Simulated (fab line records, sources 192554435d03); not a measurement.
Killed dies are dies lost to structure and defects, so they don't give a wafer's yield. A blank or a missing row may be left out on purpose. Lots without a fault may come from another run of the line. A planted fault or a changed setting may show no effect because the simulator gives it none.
Chamber matching | flow n5_finfet | N5_PMOS_HMC_CHANNEL_EPI_ETCH_38 on rie_si-01: 4 sister chambers
The step etches SiO2 in CF4, target depth 1.5 nm. 8 wafers are shown with their chamber, then 7 later ones without.

WAFERS WITH THEIR CHAMBER
wafer  | chamber | throttle_valve_pct (%) | oes_product_au (a.u.)
L074.2 | 1       | 22.42                  | 1.016
L075.4 | 3       | 21.29                  | 0.991
L077.3 | 1       | 22.41                  | 1.030
L078.3 | 3       | 21.28                  | 1.008
L079.4 | 2       | 22.05                  | 1.013
L079.6 | 0       | 21.88                  | 0.989
L088.1 | 2       | 22.07                  | 1.019
L088.2 | 0       | 21.87                  | 0.986

WAFERS WITHOUT THEIR CHAMBER
wafer  | throttle_valve_pct (%) | oes_product_au (a.u.)
L088.4 | 21.26                  | 0.989
L090.1 | 22.14                  | 1.003
L090.5 | 22.14                  | 1.009
L090.6 | 21.87                  | 0.993
L093.1 | 22.16                  | 1.021
L093.3 | 21.88                  | 0.991
L093.5 | 22.07                  | 1.021

WHICH CHAMBER EACH WENT THROUGH
wafer  | from the rows above | in truth
L088.4 | 3                   | 3
L090.1 | 2                   | 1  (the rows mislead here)
L090.5 | 2                   | 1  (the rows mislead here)
L090.6 | 0                   | 0
L093.1 | 2                   | 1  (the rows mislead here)
L093.3 | 0                   | 0
L093.5 | 2                   | 2
Placed correctly: 4 of 7. Can't be placed from these rows: 0. Placed wrongly: 3.
How it was worked out, from the rows above alone: a wafer's distance from a chamber is the root of the sum, over the readings, of the square of ((its reading less the chamber's mean) divided by the reading's scatter). The wafer belongs to the nearest chamber; if the next one is less than 2 further off, it can't be placed. A chamber's mean is the mean of its shown wafers. The scatter: the root of (the sum of the squares of (reading less its chamber's mean) over the shown wafers, divided by (wafers less chambers)).
